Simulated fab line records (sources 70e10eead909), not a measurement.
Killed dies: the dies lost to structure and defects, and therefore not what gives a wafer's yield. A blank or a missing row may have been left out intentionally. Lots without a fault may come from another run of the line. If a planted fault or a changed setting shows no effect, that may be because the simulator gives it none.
Chamber matching    flow nand-harc    NHARC_A_STAIRCASE_DESCUM_168 on rie-diel-08: 4 sister chambers
The step chemistry O2, time 3 s. 8 wafers are shown with their chamber, then 10 later ones without.

WAFERS, EACH WITH ITS CHAMBER
wafer   chamber  showerhead-plenum-p-Torr (Torr)  oes-product-au (a.u.)
L081.1  1        1.80                             1.021
L085.1  0        1.83                             1.017
L085.3  1        1.79                             1.012
L090.2  0        1.82                             0.998
L090.3  3        1.78                             1.019
L090.6  3        1.78                             1.019
L092.3  2        1.81                             1.000
L092.5  2        1.81                             0.993

WAFERS WITHOUT THEIR CHAMBER
wafer   showerhead-plenum-p-Torr (Torr)  oes-product-au (a.u.)
L092.6  1.79                             1.012
L094.2  1.81                             0.990
L094.3  1.79                             1.008
L094.5  1.81                             0.984
L095.1  1.81                             0.990
L095.3  1.77                             1.018
L095.5  1.79                             1.021
L096.3  1.81                             0.984
L096.5  1.77                             1.025
L096.6  1.82                             0.993

EACH ONE'S CHAMBER
wafer   from the rows above      in truth
L092.6  can't be placed: 1 or 3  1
L094.2  2                        2
L094.3  can't be placed: 1 or 3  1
L094.5  2                        2
L095.1  2                        2
L095.3  3                        3
L095.5  can't be placed: 1 or 3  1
L096.3  2                        2
L096.5  3                        3
L096.6  can't be placed: 2 or 0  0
6 of 10 placed correctly. From these rows, 4 cannot be placed; in 4 the true chamber is one of the candidates. Placed wrongly: 0.
How it was worked out, from the rows above alone: a wafer's distance from a chamber is the root of the sum, over the readings, of the square of ((its reading less the chamber's mean) divided by the reading's scatter). If the next closest chamber is less than 2 further off than the closest, the wafer can't be placed; otherwise it belongs to the closest. For every chamber, the mean is computed from those of its wafers that are shown. The scatter: take each reading less its chamber's mean, square it, sum over the shown wafers, divide by the number of wafers less the number of chambers, and take the root.
